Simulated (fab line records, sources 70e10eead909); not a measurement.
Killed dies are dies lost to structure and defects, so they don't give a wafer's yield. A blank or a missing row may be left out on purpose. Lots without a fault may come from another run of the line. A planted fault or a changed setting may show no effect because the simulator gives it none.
Chamber matching | flow nand_harc | NHARC_A_CONTACT_CMP_20 on cmp-02: 4 sister chambers
The step polishes, t overpolish 30 s, target thk 300 nm. 16 wafers are shown with their chamber, then 8 later ones without.

WAFERS WITH THEIR CHAMBER
wafer  | chamber | motor_current_A (A) | time_to_endpoint_s (s) | overpolish_run_s (s)
L077.1 | 0       | 12.5                | 64                     | 30.009
L077.3 | 1       | 14.7                | 59                     | 30.014
L077.6 | 1       | 14.2                | 62                     | 30.003
L082.1 | 1       | 14.5                | 57                     | 30.005
L082.2 | 3       | 12.9                | 57                     | 30.004
L082.6 | 2       | 13.7                | 56                     | 29.994
L086.3 | 1       | 14.5                | 63                     | 30.001
L086.4 | 2       | 13.7                | 61                     | 29.995
L086.5 | 2       | 13.9                | 60                     | 30.001
L087.1 | 0       | 12.2                | 69                     | 30.013
L087.2 | 3       | 13.1                | 63                     | 30.002
L087.5 | 1       | 14.0                | 63                     | 30.008
L089.2 | 0       | 11.7                | 66                     | 30.006
L089.4 | 1       | 14.2                | 60                     | 29.997
L089.6 | 3       | 13.6                | 63                     | 30.009
L090.1 | 0       | 12.5                | 61                     | 29.991

SIGNATURES (means of the wafers above)
reading            | chamber 0 | chamber 1 | chamber 2 | chamber 3 | scatter within a chamber
motor_current_A    | 12.225    | 14.350    | 13.767    | 13.200    | 0.296
time_to_endpoint_s | 65.00     | 60.67     | 59.00     | 61.00     | 2.91
overpolish_run_s   | 30.00475  | 30.00467  | 29.99667  | 30.00500  | 0.00649
Rule: a wafer's distance from a chamber is the root of the sum, over the readings, of the square of ((its reading less the chamber's mean) divided by the reading's scatter). The wafer belongs to the nearest chamber; if the next one is less than 2 further off, it can't be placed. The scatter: the root of (the sum of the squares of (reading less its chamber's mean) over the shown wafers, divided by (wafers less chambers)).

WAFERS WITHOUT THEIR CHAMBER
wafer  | motor_current_A (A) | time_to_endpoint_s (s) | overpolish_run_s (s)
L090.3 | 14.3                | 56                     | 29.989
L090.6 | 14.1                | 58                     | 29.985
L094.1 | 13.9                | 60                     | 30.007
L094.4 | 13.3                | 60                     | 30.010
L094.5 | 13.3                | 61                     | 30.007
L095.1 | 13.2                | 61                     | 30.000
L095.3 | 12.7                | 64                     | 29.991
L095.6 | 13.3                | 59                     | 30.012

WHICH CHAMBER EACH WENT THROUGH
wafer  | from the rows above          | in truth
L090.3 | can't be placed: 2 or 1      | 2
L090.6 | can't be placed: 2 or 1      | 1
L094.1 | can't be placed: 1 or 2 or 3 | 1
L094.4 | can't be placed: 3 or 2      | 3
L094.5 | can't be placed: 3 or 2      | 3
L095.1 | can't be placed: 3 or 2      | 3
L095.3 | can't be placed: 0 or 3 or 2 | 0
L095.6 | can't be placed: 3 or 2      | 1
Placed correctly: 0 of 8. Can't be placed from these rows: 8 (the true chamber is among the candidates in 7). Placed wrongly: 0.
